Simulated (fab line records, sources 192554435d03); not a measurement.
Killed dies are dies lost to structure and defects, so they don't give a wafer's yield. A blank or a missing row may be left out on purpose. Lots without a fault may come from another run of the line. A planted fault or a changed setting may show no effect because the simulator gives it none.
fab line records | flow n5_finfet
record lots=3 wafers=9 last_day=16
route steps=1938 shown HKMG_FIN@394 BEOL_M4@1111 PASSIVATION@1936
lots that met no fault: from a run of the same line without faults
start_h: hours from the record's first day to the start of the lot's first wafer shown | wait_h: hours since the lot's step before | " the same as in the row above | L1.1+2: a row that stands for several wafers | - no value, or no start given | * or withheld: withheld | < > ~ a bound
route shown NAME@n: a module of which the file shows steps, and the number in the route of the first | usual: mean/standard deviation of fault-free wafers | same: alike in all rows | chamber/n: place in a boat | sites: the reading at each site | _std_site: their standard deviation | _edge_site: outer sites' mean less inner sites' | radius_mm: how far each site lies from the wafer's centre | mask NAME#n: copy n | behind: the tool/chamber that last shaped the wafer | hold: why the lot was held/for how many hours/how that ended | device: the transistor (n, p or np) that didn't switch | end of line: the same wafers' tests at the end of the route | a step without rows: its recipe alone | killed: dies lost to structure and defects at the first sort, not the wafer's yield | map: a wafer's dies, x killed, . not, _ none there
set.NAME: the setting as run; set.NAME@STEP: as run at that earlier step | model.NAME: the simulator's own value behind a step, which no gauge read
lots at some steps of the route; a table a step, a row a wafer
services: from which hour (start_h, from the record's first day; less than 0 if before it) a tool's chamber was out of use, for how many hours, and why
## steps
# step N5_HKMG_FIN_SOFTBAKE_44
# recipe temp_c=110 time_s=60 resist=CAR-ArF
# step N5_HKMG_FIN_EXPOSE_46
# recipe mask_id=NDIPOLE na=1.35 source_shape=conventional sigma_outer=0.8 polarization=unpolarized dose_mj=40
# step N5_HKMG_FIN_PEB_47
# recipe peb_temp_c=withheld peb_time_s=60 resist=CAR-ArF
# step N5_HKMG_FIN_DEVELOP_48
# recipe develop_time_s=30 developer=TMAH resist=CAR-ArF rinse_liquid=diw dry=air_spin dev_temp_c=23
# step N5_HKMG_FIN_DESCUM_53
# recipe chemistry=O2 time_s=7.9 source_power_w=50 bias_power_w=20 pressure_mtorr=20 rf_frequency_hz=2.712e+07 temp_c=40 resist=CAR-ArF o2_flow_sccm=225
# step N5_HKMG_FIN_ETCH_54
# recipe chemistry=CF4 target=SiARC target_depth_a=455 mask_material=CAR-ArF time_s=75.8 ion_energy_ev=80 pressure_mtorr=40 source_w=545 bias_w=36 Ar_flow_sccm=100 cf4_flow_sccm=100 ends=cleared
# step N5_HKMG_FIN_ETCH_55
# recipe chemistry=N2/H2 target=SOC target_depth_a=2400 temp_c=40 time_s=300 ion_energy_ev=200 mask_material=SiARC pressure_mtorr=30 source_w=840 bias_w=150 n2_flow_sccm=200 h2_flow_sccm=200
# step N5_HKMG_FIN_STRIP_56
# recipe chemistry=N2/H2 temp_c=40 n2_flow_sccm=200 h2_flow_sccm=200 rf_frequency_hz=6e+07
# step N5_HKMG_FIN_STRIP_57
# recipe chemistry=CF4 resist=SiARC power_w=300 bias_power_w=75 pressure_mtorr=50 cf4_flow_sccm=150 rf_frequency_hz=6e+07
# step N5_HKMG_FIN_ETCH_58
# recipe chemistry=N2/H2 target=SOC target_depth_a=2158 ion_energy_ev=50 bias_w=13 time_s=741 pressure_mtorr=30 source_w=875 n2_flow_sccm=200 h2_flow_sccm=200
# usual drypump_motor_current_A=5.9/0.33 oes_product_au=0.82/0.099 rf_fwd_power_W=874.5/2.6 rf_vpp_V=99.5/0.92 showerhead_plenum_p_Torr=2.58/0.061 throttle_valve_pct=17.77/0.26
# columns lot.wafer tool chamber start_h wait_h drypump_motor_current_A oes_product_au rf_fwd_power_W rf_hours_counter_h rf_vpp_V showerhead_plenum_p_Torr throttle_valve_pct
L645.1 rie_diel-02 1 119.27 0.0 5.5 0.74 872.9 185 100.0 2.61 17.90
L645.2 " 0 " " 6.0 0.88 876.4 37 99.0 2.59 17.53
L645.5 " 2 " " 6.2 0.92 870.4 - 99.2 2.59 17.27
L649.1 rie_diel-02 2 149.10 0.0 6.2 0.91 874.7 36 100.1 2.58 17.29
L649.4 " 1 " " 5.5 0.73 874.5 195 99.2 2.60 17.91
L649.5 " 1 " " 5.5 0.73 872.3 - 99.3 2.60 17.90
L654.2 rie_diel-06 3 174.23 0.0 5.4 0.69 874.3 203 98.9 2.51 18.11
L654.3 " 2 " " 5.7 0.88 872.7 40 97.8 2.49 17.76
L654.6 " 3 " " 5.4 0.69 876.8 - 100.2 2.51 18.10
# step N5_HKMG_FIN_STRIP_93
# recipe chemistry=N2/H2 material=SOC time_s=20 power_w=500 temp_c=40 pressure_mtorr=50 rf_frequency_hz=6e+07 bias_power_w=8 h2_frac=0.5 n2_flow_sccm=300 h2_flow_sccm=300
# step N5_HKMG_FIN_WET_ETCH_76
# recipe chemistry=dNH4OH mix=1:50 temp_c=25 target=Al2O3 stop_on=La2O3 target_depth_nm=2.25 dry=ipa_marangoni rinse_time_s=30 rinse_temp_c=23
# step N5_HKMG_FIN_STRIP_60
# recipe chemistry=N2/H2 power_w=2500 temp_c=300 h2_frac=0.65 time_s=360 pressure_mtorr=withheld n2_flow_sccm=1750 h2_flow_sccm=3250
# step N5_HKMG_FIN_WET_ETCH_77
# recipe chemistry=dHCl mix=1:10000 temp_c=25 target=La2O3 stop_on=HfO2 target_depth_nm=2
# step N5_HKMG_FIN_WET_ETCH_78
# recipe chemistry=dNH4OH mix=1:50 temp_c=25 target=Al2O3 stop_on=La2O3 target_depth_nm=4.5 dry=ipa_marangoni rinse_time_s=30 rinse_temp_c=23
# step N5_HKMG_FIN_ALD_79
# recipe material=TiN target_thk_a=15 temp_c=400 ald_precursor_family=TiCl4 ald_co_reactant=NH3 pulse_time_s=1 purge_time_s=3 co_reactant_purge_time_s=2 co_reactant_pulse_time_s=2 ald_cycles=68 pressure_torr=3
# step N5_HKMG_FIN_CVD_62
# recipe material=a-Si target_thk_a=30 temp_c=500 precursor=Si2H6 pressure_torr=1 time_s=20.8
# step N5_HKMG_FIN_RTA_80
# recipe temp_c=withheld time_s=2 ambient=N2 idle_temp_c=600 ramp_up_c_per_s=150 ramp_down_c_per_s=60 cool_to_c=600
# step N5_HKMG_FIN_PRECLEAN_64
# recipe chemistry=dHF time_s=30 temp_c=25 dilution=withheld
# step N5_HKMG_FIN_WET_ETCH_65
# recipe chemistry=TMAH temp_c=70 conc_wt_pct=5 target=a-Si stop_on=TiN time_s=49 target_depth_nm=3
# step N5_HKMG_FIN_WET_ETCH_81
# recipe chemistry=SC1 target=TiN stop_on=HfO2 mix=1:1:5 temp_c=60 time_s=57 target_depth_nm=6
# step N5_HKMG_FIN_WET_ETCH_82
# recipe chemistry=dHCl mix=1:10000 temp_c=25 target=La2O3 stop_on=HfO2 target_depth_nm=2 dry=ipa_marangoni rinse_time_s=30 rinse_temp_c=23
# step N5_HKMG_FIN_ALD_36
# recipe material=TiN target_thk_a=10 temp_c=400 ald_precursor_family=TiCl4 ald_co_reactant=NH3 pulse_time_s=1 purge_time_s=3 co_reactant_purge_time_s=2 co_reactant_pulse_time_s=2 ald_cycles=47 pressure_torr=3
# step N5_HKMG_FIN_PWFM_ALD_03
# recipe material=TiN target_thk_a=20 temp_c=400 ald_precursor_family=TiCl4 ald_co_reactant=NH3 pulse_time_s=1 purge_time_s=3 co_reactant_purge_time_s=2 co_reactant_pulse_time_s=2 ald_cycles=91 pressure_torr=3
# step N5_HKMG_FIN_COAT_29
# recipe resist=SOC temp_c=250 time_s=60 spin_rpm=1500 resist_thk_nm=300
# step N5_HKMG_FIN_COAT_30
# recipe resist=SiARC temp_c=220 time_s=60 spin_rpm=1500 resist_thk_nm=35
# step N5_HKMG_FIN_COAT_06
# recipe resist=CAR-ArF spin_rpm=1500 resist_thk_nm=90
# step N5_HKMG_FIN_EBR_08
# recipe solvent=PGMEA ebr_width_mm=1.5
# step N5_HKMG_FIN_SOFTBAKE_07
# recipe temp_c=110 time_s=60 resist=CAR-ArF
# step N5_HKMG_FIN_EXPOSE_09
# recipe mask_id=NWFM na=1.35 source_shape=conventional sigma_outer=0.8 polarization=unpolarized dose_mj=39.25
# step N5_HKMG_FIN_PEB_10
# recipe peb_temp_c=withheld peb_time_s=60 resist=CAR-ArF
# step N5_HKMG_FIN_DEVELOP_11
# recipe develop_time_s=30 developer=TMAH resist=CAR-ArF dev_temp_c=23 rinse_liquid=diw dry=air_spin
# step N5_HKMG_FIN_INSPECT_14
# recipe mode=adi inspect_instrument=macro
# usual raw_defect_count=1.9/1.3
# columns lot.wafer tool chamber start_h wait_h raw_defect_count
L645.1 defect_inspect-01 - 122.66 0.0 0
L645.2 " - " " 1
L645.5 " - " " 1
L649.1 defect_inspect-02 - 152.32 0.0 >300
L649.4 " - " " >300
L649.5 " - " " >300
L654.2 defect_inspect-01 - 177.14 0.0 3
L654.3 " - " " 3
L654.6 " - " " 1
# step N5_HKMG_FIN_DESCUM_17
# recipe chemistry=O2 time_s=7.9 source_power_w=50 bias_power_w=20 pressure_mtorr=20 rf_frequency_hz=2.712e+07 temp_c=40 resist=CAR-ArF o2_flow_sccm=225
# step N5_BEOL_M4_RC_MEAS_101
# usual DIBL_N=36.9/1.7 DIBL_P=37.3/2.3 IOFF_N=0.16/0.033 IOFF_P=0.22/0.04 ION_N=673/12 ION_P=463/8 SS_N=71.6/0.58 SS_P=73.4/0.74 VT_N=250/3.2 VT_P=-250/3.4
# columns lot.wafer tool chamber start_h wait_h DIBL_N[mV/V] DIBL_P[mV/V] IOFF_N[nA/um] IOFF_P[nA/um] ION_N[uA/um] ION_P[uA/um] SS_N[mV/dec] SS_P[mV/dec] VT_N[mV] VT_P[mV]
L645.1 prober-02 0 216.99 0.0 35.8 36.0 0.14 0.18 670 462 71.4 72.7 255 -253
L645.2 " 0 " " 40.1 41.3 0.21 0.28 676 468 72.9 74.5 250 -248
L645.5 " 0 " " 37.4 37.6 0.15 0.21 663 460 71.5 72.8 254 -251
L649.1 prober-01 0 256.26 0.0 38.4 38.4 0.19 0.28 691 477 72.0 74.0 249 -243
L649.4 " 0 " " 37.3 37.0 0.17 0.27 687 475 71.6 72.9 249 -244
L649.5 " 0 " " 37.9 37.8 0.17 0.29 674 468 71.4 73.8 250 -242
L654.2 prober-01 0 274.04 0.2 31.0 31.9 0.10 0.14 656 458 70.2 71.4 255 -253
L654.3 " 0 " " 34.2 35.3 0.14 0.18 662 453 71.2 72.3 250 -251
L654.6 " 0 " " 33.9 34.6 0.13 0.19 667 460 71.1 73.0 250 -251
# step N5_PASSIVATION_PROBE_49
# usual defect_limited_yield=91.2/1.3 killed_at_M0_to_M3=34/10 killed_at_M4_up=13/4.6 killed_at_contacts=13/5.5 killed_at_front_end=41/12 killed_at_other=2.8/2.4 killed_dies=104/16 killed_on_rim=14/4.2 killed_open=67/12 killed_short=33/7.2 sort_bin_5_function=5.1/0.86 sort_bin_6_memory=3.3/0.62 sort_n_pass=1076/16 sort_yield_pct=91.2/1.3
# same gross_dies=1180 killed_at_back_side=0 sort_bin_4_leakage[%]=0 sort_bin_8_speed[%]=0
# columns lot.wafer tool chamber start_h wait_h defect_limited_yield[%] killed_at_M0_to_M3 killed_at_M4_up killed_at_contacts killed_at_front_end killed_at_other killed_dies killed_on_rim killed_open killed_short sort_bin_5_function[%] sort_bin_6_memory[%] sort_n_pass sort_yield_pct[%]
L645.1 prober-01 - 326.09 0.0 92.5 36 15 4 28 6 89 13 64 21 4.4 2.9 1091 92.5
L645.2 prober-01 - 326.14 0.1 91.0 38 14 18 34 2 106 13 67 33 5.0 3.9 1074 91.0
L645.5 prober-01 - 326.29 0.2 92.0 27 6 18 40 3 94 10 62 28 4.6 3.1 1086 92.0
L649.1 prober-02 - 364.53 0.0 87.7 30 10 12 92 1 145 27 43 31 7.7 3.3 1035 87.7
L649.4 prober-02 - 364.68 0.2 83.7 32 10 8 140 2 192 7 60 27 11.5 3.0 988 83.7
L649.5 prober-02 - 364.73 0.2 82.2 48 6 12 142 2 210 12 57 44 12.3 3.9 970 82.2
L654.2 prober-02 - 385.35 0.1 92.4 28 10 16 32 4 90 13 54 28 4.6 2.9 1090 92.4
L654.3 prober-02 - 385.40 0.1 92.9 32 15 8 28 1 84 14 51 31 4.4 2.5 1096 92.9
L654.6 prober-02 - 385.55 0.3 92.1 20 17 10 43 3 93 16 58 28 4.7 2.9 1087 92.1
# killed by level:class
L645.1 BEOL_M3:geometric_particle:open=13 STI_FIN_REVEAL:geometric_particle:open=9 BEOL_M0_SAQP:geometric_particle:open=7 BEOL_M0_SAQP:geometric_particle:short=7 BEOL_M1:geometric_particle:open=5 BEOL_M4:geometric_particle:open=5 FIN_SAQP:geometric_particle:open=4 MOL_CONTACT_COAG:geometric_particle:open=4
L645.2 MOL_CONTACT_COAG:geometric_particle:open=15 BEOL_M2:geometric_particle:open=9 BEOL_M0_SAQP:geometric_particle:short=8 FIN_SAQP:geometric_particle:short=6 GATE_CUT:geometric_particle:short=6 BEOL_M0_SAQP:geometric_particle:open=6 FIN_SAQP:geometric_particle:open=5 GATE_CUT:geometric_particle:open=5
L645.5 MOL_CONTACT_COAG:geometric_particle:open=15 STI_FIN_REVEAL:geometric_particle:open=14 BEOL_M0_SAQP:geometric_particle:open=8 FIN_SAQP:geometric_particle:short=6 BEOL_M3:geometric_particle:open=6 GATE_CUT:geometric_particle:short=5 BEOL_M0_SAQP:geometric_particle:short=4 FIN_SAQP:geometric_particle:open=3
L649.1 HKMG_FIN:unspecified=67 BEOL_M3:geometric_particle:open=10 BEOL_M0_SAQP:geometric_particle:short=8 MOL_CONTACT_COAG:geometric_particle:open=7 MOL_CONTACT_COAG:geometric_particle:short=5 BEOL_M1:geometric_particle:open=5 GATE_CUT:geometric_particle:short=4 STARTING-WAFER:geometric_particle:short=4
L649.4 HKMG_FIN:unspecified=101 GATE_CUT:geometric_particle:short=11 BEOL_M0_SAQP:geometric_particle:open=10 BEOL_M3:geometric_particle:open=10 MOL_CONTACT_COAG:geometric_particle:open=8 GATE_CUT:geometric_particle:open=7 BEOL_M4:geometric_particle:open=6 BEOL_M0_SAQP:geometric_particle:short=4
L649.5 HKMG_FIN:unspecified=106 BEOL_M0_SAQP:geometric_particle:short=19 BEOL_M3:geometric_particle:open=11 BEOL_M0_SAQP:geometric_particle:open=10 MOL_CONTACT_COAG:geometric_particle:open=9 FIN_SAQP:geometric_particle:short=7 GATE_CUT:geometric_particle:open=6 FIN_SAQP:geometric_particle:open=5
L654.2 MOL_CONTACT_COAG:geometric_particle:open=10 BEOL_M3:geometric_particle:open=8 BEOL_M2:geometric_particle:open=7 FIN_SAQP:geometric_particle:short=6 STARTING-WAFER:geometric_particle:open=6 FIN_SAQP:geometric_particle:open=5 DUMMY_GATE:geometric_particle:open=5 BEOL_M2:geometric_particle:short=4
L654.3 BEOL_M3:geometric_particle:open=13 MOL_CONTACT_COAG:geometric_particle:open=7 DUMMY_GATE:geometric_particle:open=6 FIN_SAQP:geometric_particle:short=5 STI_FIN_REVEAL:geometric_particle:open=5 BEOL_M0_SAQP:geometric_particle:open=4 BEOL_M0_SAQP:geometric_particle:short=4 BEOL_M3:geometric_particle:short=4
L654.6 FIN_SAQP:geometric_particle:short=10 FIN_SAQP:geometric_particle:open=10 BEOL_M4:geometric_particle:open=8 DUMMY_GATE:geometric_particle:open=6 MOL_CONTACT_COAG:geometric_particle:open=6 BEOL_M2:geometric_particle:open=5 STARTING-WAFER:geometric_particle:short=4 STI_FIN_REVEAL:geometric_particle:open=3
# map L649.5 (x killed, . not)
_________________...x......x.________________
______________........x........._____________
___________..........x.............__________
__________...x...x.......x.........._________
________.......x......................_______
_______x............x..x..x...x.......x______
______....................x.xx.........._____
_____...............x.................x..____
____....x..x...............x.............x___
___........................................__
___.....x................xx..............x.__
__x..................................x......_
__.x..........x............x.........x......_
_...................x........................
_...x........xx.......x.xx.xx................
_.x..............xx..xx.xxxx....x............
_......xxx........x.xxx.x.xxxx.xx............
_.............x....xxxxxxxxxx................
_...x............xxxxxxxxxxxxxx......x.......
_.............x...xx.xxxxxxxx.xxx.......x..x.
_....xx...x......xx.xxxxxxxxxxxx.............
__.x..x...........x.xxxxxxxxxxx............._
__..................xxxxxxxxxx...x..xx..x..._
___x......x...x..xxxx.xxxxxxxxx............__
___....x.........xx..xx.xx.xx.x........x...__
____.......x.....x....xxxx...x......x.....___
_____.....x....x.......x.................____
______...........................x...x.._____
_______...x........x....x..........x...______
________..x.x........................x_______
__________.....x................x..._________
___________.x......xx.x............__________
______________........x......x.._____________
_________________......x.....________________
# map L645.2 (x killed, . not)
_________________............________________
______________.................._____________
___________........................__________
__________x........................._________
________.............x...xx..........._______
_______..........x....x.........x......______
______...............x............x.x.x._____
_____x......x..........................x.____
____......x.......x....x..................___
___........x.x.................x...x.x.....__
___.........................x..............__
__x........x...................x....x......._
__.....x...x..x.......x........x............_
_...xx.............xx........................
_......................x......x.x........x...
_.....x.............x........................
_.............xx......xx......x.......x...x..
_....x................x......................
_........x.........x.........................
_...........x.......x..........x.x......x....
_....................x...............x...xxx.
__x..x.x...x.x......x........x.............._
__.................x...x........x..x........_
___.......x........x.....................x.__
___...x..................................x.__
____.....x.x..............x......x........___
_____x......x........x...................____
______........xx......x...x............._____
_______.....x..x.x.x...........x.......______
________......xx.....x................_______
__________x..x......x..........x...._________
___________...x....................__________
______________x............x...._____________
_________________..........x.________________
## services
# columns tool chamber start_h hours kind
rie_diel-06 0 98.67 - clean
rie_diel-06 0 98.67 - consumable_replace:focus_ring
rie_diel-06 0 98.67 14.5 scheduled_down
rie_diel-06 0 98.67 14.5 vent_cycle
rie_diel-06 1 113.60 - clean
rie_diel-06 1 113.60 - consumable_replace:focus_ring
rie_diel-06 1 113.60 19.9 scheduled_down
rie_diel-06 1 113.60 19.9 vent_cycle
rie_diel-02 2 171.75 5.4 repair
## key
first_sign step=N5_HKMG_FIN_INSPECT_14 reading=raw_defect_count direction=up sigmas=99+ usual=1.9 struck=>300
effect step=N5_PASSIVATION_PROBE_49 reading=killed_at_front_end direction=up sigmas=7.2 usual=41 struck=125
more_kills_born_at N5_HKMG_FIN_ETCH_58@rie_diel-02=274
met_at N5_HKMG_FIN_ETCH_58
struck_wafers L649.1,L649.4,L649.5
onset_between 119.27 149.10
fault kind=chamber_particle_source tool=rie_diel-02 chamber=- onset_h=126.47 steps=N5_HKMG_FIN_ETCH_58 rate_per_visit_cm2=0.60752 end_h=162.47
